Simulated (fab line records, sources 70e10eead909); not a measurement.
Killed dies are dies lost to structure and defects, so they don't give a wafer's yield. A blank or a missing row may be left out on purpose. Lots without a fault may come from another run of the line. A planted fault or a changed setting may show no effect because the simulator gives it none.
A struck lot beside a sound one | flow nand_harc | 17 steps out of a route of 1159
Sound: wafers L780.1, L780.4, L780.6. Struck: wafer L773.1. (L773.2, L773.4 of the same lot were not struck and are left out.) The cause comes at the end.
At each step with rows: each side's tool, then ch and its chambers, then its first start. Under that, the readings that differ: sound wafers | struck wafers | difference of the means | sigmas: that difference in standard deviations of wafers without a fault.
alike: readings whose means differ by less than 2 such deviations, and words and numbers that are the same on both sides. not compared: withheld readings, readings that some wafer has no value for, bounds like >300 that may hide the same value, and numbers for which the record gives no deviation and whose values overlap.
The two part at a step that has a row with sigmas, a row that says differs or no value, or rows on one side only. Numbers that don't overlap but have no deviation are shown without sigmas and don't part them. A reading that every wafer of one side lacks parts them only if that side has two wafers or more.

NHARC_A_M0_OVL_MEAS_10: pitch 160 nm.
  sound on overlay-01, day 22 04:09; struck on overlay-01, day 20 14:06
  alike: overlay_x_nm, overlay_y_nm
NHARC_A_M0_INSPECT_11:
  sound on defect_inspect-01, day 22 04:11; struck on defect_inspect-01, day 20 14:08
  alike: raw_defect_count
NHARC_A_M0_DESCUM_14: chemistry O2, time 3 s.
  sound on rie_diel-10 ch 0,2,3, day 22 04:16; struck on rie_diel-05 ch 3, day 20 14:11
  reading               | sound             | struck | difference | sigmas
  oes_product_au (a.u.) | 1.014 1.004 1.036 | 0.984  | -0.034     | -2
  alike: drypump_motor_current_A, mfc_ar_sccm, o2_flow_sccm, rf_vpp_V, showerhead_plenum_p_Torr, throttle_valve_pct
  not compared: rf_hours_counter_h
NHARC_A_M0_ETCH_34: etches the open film in N2/H2, target depth 40 nm, overetch 12 nm, time 43.94 s.
  sound on rie_diel-10 ch 0,2, day 22 04:20; struck on rie_diel-05 ch 1, day 20 14:17
  reading            | sound     | struck | difference | sigmas
  mfc_ar_sccm (sccm) | 0 0.010 0 | 0.031  | +0.028     | +3
  alike: drypump_motor_current_A, oes_product_au, rf_vpp_V, showerhead_plenum_p_Torr, throttle_valve_pct
  not compared: rf_hours_counter_h
NHARC_A_M0_ETCH_15: etches the open film in C4F8/Ar, target depth 150 nm, overetch 15 nm, time 82.5 s.
  sound on rie_diel-10 ch 0,1,2; struck on rie_diel-05 ch 0
  reading               | sound             | struck | difference | sigmas
  oes_product_au (a.u.) | 0.942 0.940 0.951 | 1.005  | +0.061     | +2
  alike: rf_vpp_V
  not compared: rf_hours_counter_h
NHARC_A_M0_CD_MEAS_16:
  sound on cd_sem-02, day 22 04:33; struck on cd_sem-03, day 20 14:31
  alike: cd_nm
NHARC_A_M0_STRIP_18: strips in N2/H2.
  sound on rie_diel-10 ch 0,3, day 22 04:37; struck on rie_diel-10 ch 2, day 20 14:36
  reading                | sound                | struck | difference | sigmas
  throttle_valve_pct (%) | 14.170 14.171 14.178 | 14.154 | -0.019     | -2
  alike: drypump_motor_current_A, mfc_ar_sccm, oes_product_au, rf_vpp_V, showerhead_plenum_p_Torr
  not compared: rf_hours_counter_h
then, 5 steps without rows for these wafers: NHARC_A_M0_STRIP_19 (strips in post etch residue remover, time 600 s); NHARC_A_M0_DEGAS_28 (time 60 s); NHARC_A_M0_PRE_CLEAN_29 (time 30 s); NHARC_A_M0_PVD_20 (deposits TaN, target thk 5 nm, time 8.06 s); NHARC_A_M0_PVD_21 (deposits Cu, target thk 30 nm, time 20.49 s).
NHARC_A_M0_ECD_22: material Cu, target thk 400 nm.
  sound on ecd_cu-01 ch 0,1, day 22 05:38; struck on ecd_cu-02 ch 0,1, day 20 15:58
NHARC_A_M0_ANNEAL_30: time 90 s.
  sound on rtp_anneal-02 ch 0, day 22 06:06; struck on rtp_anneal-02 ch 0, day 20 16:20
  alike: wafer_temp_C_max
NHARC_A_M0_CMP_23: polishes, t overpolish 20 s, target thk 113.75 nm.
  sound on cmp-04 ch 1,2,3, day 22 06:28; struck on cmp-04 ch 1, day 20 16:44
  reading                | sound          | struck | difference | sigmas
  time_to_endpoint_s (s) | 30.1 32.3 26.0 | 39.5   | +10.0      | +4
  alike: edge_zone_pressure_frac, motor_current_A, slurry_filter_dp_kPa, slurry_flow_ml_min
NHARC_A_M0_THK_MEAS_24: measures by xrf.
  sound on film_metro-01, day 22 06:46; struck on film_metro-02, day 20 17:01
  alike: thk_nm
NHARC_END_SORT_01:
  sound on prober-01 ch 0, day 23 20:38; struck on prober-02 ch 0, day 22 06:04
  alike: defect_limited_yield, killed_at_array, killed_at_other, killed_at_periphery, killed_dies, killed_open, killed_short, sort_bin_2_pct, sort_bin_3_pct, sort_bin_4_pct, sort_n_pass, sort_rim_yield_pct, sort_yield_pct

WHERE THEY PART
First at NHARC_A_M0_DESCUM_14; last, within this record, at NHARC_A_M0_CMP_23. Later steps at which nothing parts them and some readings are alike: NHARC_A_M0_THK_MEAS_24, NHARC_END_SORT_01.

WHY: what the simulator had put in
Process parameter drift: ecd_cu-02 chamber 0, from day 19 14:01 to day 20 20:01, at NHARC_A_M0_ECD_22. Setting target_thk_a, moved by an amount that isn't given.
